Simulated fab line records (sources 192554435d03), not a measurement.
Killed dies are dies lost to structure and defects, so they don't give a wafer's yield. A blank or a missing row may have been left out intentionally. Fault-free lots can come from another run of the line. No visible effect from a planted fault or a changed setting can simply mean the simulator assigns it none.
Which of the tools did it? -- flow n5 finfet -- 12 lots, 36 wafers sampled, at 3 steps of a route of 1938

== WHAT EACH GAUGE READ, for each wafer ==
N5_BEOL_M12_CD_MEAS_10: target cd 140 nm.
lot,measured,on,cd nm (nm)
L075,day 11 07:43,cd sem-03,138.5 140.4 140.1
L076,day 11 09:57,cd sem-01,141.6 139.6 139.0
L079,day 12 00:50,cd sem-01,139.6 139.9 140.7
L081,day 12 08:33,cd sem-02,142.1 144.8 140.8
L083,day 12 21:33,cd sem-01,141.7 140.3 140.9
L086,day 13 08:46,cd sem-02,139.1 139.9 141.8
L087,day 14 07:36,cd sem-03,143.6 138.9 142.5
L090,day 14 15:02,cd sem-02,139.6 142.2 143.5
L089,day 15 07:46,cd sem-01,140.4 141.3 139.9
L093,day 15 14:49,cd sem-03,139.8 142.8 141.6
L095,day 16 06:14,cd sem-03,142.3 140.4 141.7
L097,day 16 23:35,cd sem-02,141.6 141.3 142.7

== TOOL THAT RAN EACH LOT (tool first, then ch and the chambers of the sampled wafers, then the start) ==
lot,N5_BEOL_M10_CURE_72,N5_BEOL_M11_DEGAS_44
L075,"uv cure-03 ch 2, day 10 21:34","pvd sputter-03, day 11 05:10"
L076,"uv cure-01 ch 0, day 10 22:03","pvd sputter-03, day 11 06:04"
L079,"uv cure-01 ch 0, day 11 15:25","pvd sputter-01, day 11 22:34"
L081,"uv cure-02 ch 1, day 11 22:04","pvd sputter-02, day 12 06:07"
L083,"uv cure-03 ch 1, day 12 12:02","pvd sputter-03, day 12 18:44"
L086,"uv cure-01 ch 1, day 12 21:47","pvd sputter-03, day 13 06:19"
L087,"uv cure-02 ch 2, day 13 18:37","pvd sputter-01, day 14 04:26"
L090,"uv cure-03 ch 0, day 14 04:16","pvd sputter-03, day 14 12:49"
L089,"uv cure-02 ch 0, day 14 19:43","pvd sputter-01, day 15 05:15"
L093,"uv cure-03 ch 1, day 15 04:44","pvd sputter-01, day 15 11:02"
L095,"uv cure-02 ch 1, day 15 13:35","pvd sputter-03, day 16 03:57"
L097,"uv cure-02 ch 0, day 16 13:01","pvd sputter-02, day 16 21:35"
- N5_BEOL_M10_CURE_72: cures SiCOH lowk, time 120 s.
- N5_BEOL_M11_DEGAS_44: time 60 s.

== THE ANSWER, worked out from the rows above alone ==
Rule: the lots themselves supply what counts as usual. The widest of any qualifying gaps counts: lots, ordered by their means at a reading, are off when they make up no more than a third of the lots, leave a main group of 4 or more, and stand apart from it by 3 or more times the standard deviation of that group's means. A main group whose means are all the same, to the digits that the tables above print for the reading, isn't used. A lot without any number at a reading at which 4 lots or more have one is off too. Any other lot the step has rows for is counted as sound.
No lot is off on any of the readings shown, so nothing can be concluded from this.

== WHAT HAD BEEN PUT IN BY THE SIMULATOR ==
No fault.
